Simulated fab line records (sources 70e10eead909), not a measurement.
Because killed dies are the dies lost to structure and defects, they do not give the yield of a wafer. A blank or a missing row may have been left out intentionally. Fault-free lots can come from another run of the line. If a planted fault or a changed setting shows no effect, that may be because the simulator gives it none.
Matching of chambers / flow nand_harc / NHARC_A_CHANNEL_HOLE_D1_ETCH_39 on rie_diel-01: 4 sister chambers
The step etches the open film in N2/H2, target depth 260 nm, time 325 s. 8 wafers are shown with their chamber, then 9 later ones without.

== WAFERS WITH THEIR CHAMBER ==
wafer=L911.3; chamber=3; showerhead_plenum_p_Torr (Torr)=1.99; run_length_s (s)=346.8
wafer=L914.4; chamber=1; showerhead_plenum_p_Torr (Torr)=2.01; run_length_s (s)=345.6
wafer=L914.5; chamber=2; showerhead_plenum_p_Torr (Torr)=2.11; run_length_s (s)=345.8
wafer=L916.5; chamber=0; showerhead_plenum_p_Torr (Torr)=2.02; run_length_s (s)=345.3
wafer=L916.6; chamber=1; showerhead_plenum_p_Torr (Torr)=2.00; run_length_s (s)=346.1
wafer=L917.1; chamber=2; showerhead_plenum_p_Torr (Torr)=2.11; run_length_s (s)=346.1
wafer=L917.5; chamber=3; showerhead_plenum_p_Torr (Torr)=1.99; run_length_s (s)=346.7
wafer=L917.6; chamber=0; showerhead_plenum_p_Torr (Torr)=2.02; run_length_s (s)=345.5

== WAFERS WITHOUT THEIR CHAMBER ==
wafer=L918.1; showerhead_plenum_p_Torr (Torr)=1.99; run_length_s (s)=346.6
wafer=L918.4; showerhead_plenum_p_Torr (Torr)=2.02; run_length_s (s)=345.3
wafer=L918.6; showerhead_plenum_p_Torr (Torr)=2.02; run_length_s (s)=345.5
wafer=L921.1; showerhead_plenum_p_Torr (Torr)=2.10; run_length_s (s)=345.5
wafer=L921.3; showerhead_plenum_p_Torr (Torr)=2.02; run_length_s (s)=345.8
wafer=L921.4; showerhead_plenum_p_Torr (Torr)=2.00; run_length_s (s)=345.6
wafer=L922.1; showerhead_plenum_p_Torr (Torr)=2.10; run_length_s (s)=345.7
wafer=L922.3; showerhead_plenum_p_Torr (Torr)=2.02; run_length_s (s)=345.5
wafer=L922.4; showerhead_plenum_p_Torr (Torr)=1.99; run_length_s (s)=346.3

== WHICH CHAMBER EACH WENT THROUGH ==
wafer=L918.1; from the rows above=3; in truth=3
wafer=L918.4; from the rows above=0; in truth=0
wafer=L918.6; from the rows above=0; in truth=0
wafer=L921.1; from the rows above=2; in truth=2
wafer=L921.3; from the rows above=0; in truth=0
wafer=L921.4; from the rows above=1; in truth=1
wafer=L922.1; from the rows above=2; in truth=2
wafer=L922.3; from the rows above=0; in truth=0
wafer=L922.4; from the rows above=3; in truth=3
Correct placement for 9 of the 9. Left unplaced by these rows: 0. Number placed wrongly: 0.
How it was worked out, from the rows above alone: a wafer's distance from a chamber is the root of the sum, over the readings, of the square of ((its reading less the chamber's mean) divided by the reading's scatter). The wafer belongs to the nearest chamber; if the next one is less than 2 further off, it can't be placed. The mean given for a chamber averages the wafers shown for that chamber. The scatter: the root of (the sum of the squares of (reading less its chamber's mean) over the shown wafers, divided by (wafers less chambers)).
